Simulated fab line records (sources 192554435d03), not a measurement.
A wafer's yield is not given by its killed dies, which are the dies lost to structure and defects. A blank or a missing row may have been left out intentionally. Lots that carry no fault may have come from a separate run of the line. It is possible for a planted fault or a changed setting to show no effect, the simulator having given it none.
Chamber matching    flow n5-finfet    N5_SDB_ALD_29 on ald-sin-03 has 4 sister chambers
The step deposits SiNx, target thk 30 nm, pulse time 1 s, ald cycles 600. 14 wafers are shown with their chamber, then 7 later ones without.

== EACH WAFER AND ITS CHAMBER ==
wafer   chamber  heater-power-w (W)  precursor-pulse-height-rel
L083.1  1        765                 1.001
L083.2  0        978                 0.999
L083.3  2        925                 1.021
L084.1  1        751                 1.020
L084.3  0        972                 1.027
L084.6  1        752                 1.000
L088.2  3        807                 1.055
L088.3  1        771                 1.039
L088.6  1        773                 0.989
L090.1  0        946                 0.992
L090.4  2        962                 1.003
L090.6  0        949                 0.970
L091.1  3        812                 1.016
L091.3  1        766                 0.966

SIGNATURES, as means of the wafers listed above
reading                     chamber 0  chamber 1  chamber 2  chamber 3  scatter within a chamber
heater-power-w              961.25     763.00     943.50     809.50     13.8
precursor-pulse-height-rel  0.99700    1.00250    1.01200    1.03550    0.024
Rule: for a wafer and a chamber, the distance is found by dividing, reading by reading, the gap between the wafer's reading and the chamber's mean by the reading's scatter, squaring, summing and taking the root. If the next closest chamber is less than 2 further off than the closest, the wafer can't be placed; otherwise it belongs to the closest. The scatter: take each reading less its chamber's mean, square it, sum over the shown wafers, divide by the number of wafers less the number of chambers, and take the root.

== WAFERS WITHOUT THEIR CHAMBER ==
wafer   heater-power-w (W)  precursor-pulse-height-rel
L091.4  765                 0.985
L094.2  772                 0.986
L094.5  990                 1.023
L094.6  773                 1.011
L096.4  779                 1.006
L096.5  796                 1.008
L096.6  931                 0.982

== THE CHAMBER EACH PASSED THROUGH ==
wafer   from the rows above      in truth
L091.4  1                        1
L094.2  1                        1
L094.5  can't be placed: 0 or 2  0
L094.6  1                        1
L096.4  can't be placed: 1 or 3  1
L096.5  can't be placed: 3 or 1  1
L096.6  can't be placed: 2 or 0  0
3 of 7 placed correctly. Can't be placed from these rows: 4 (the true chamber is among the candidates in 4). Wrongly placed: 0.
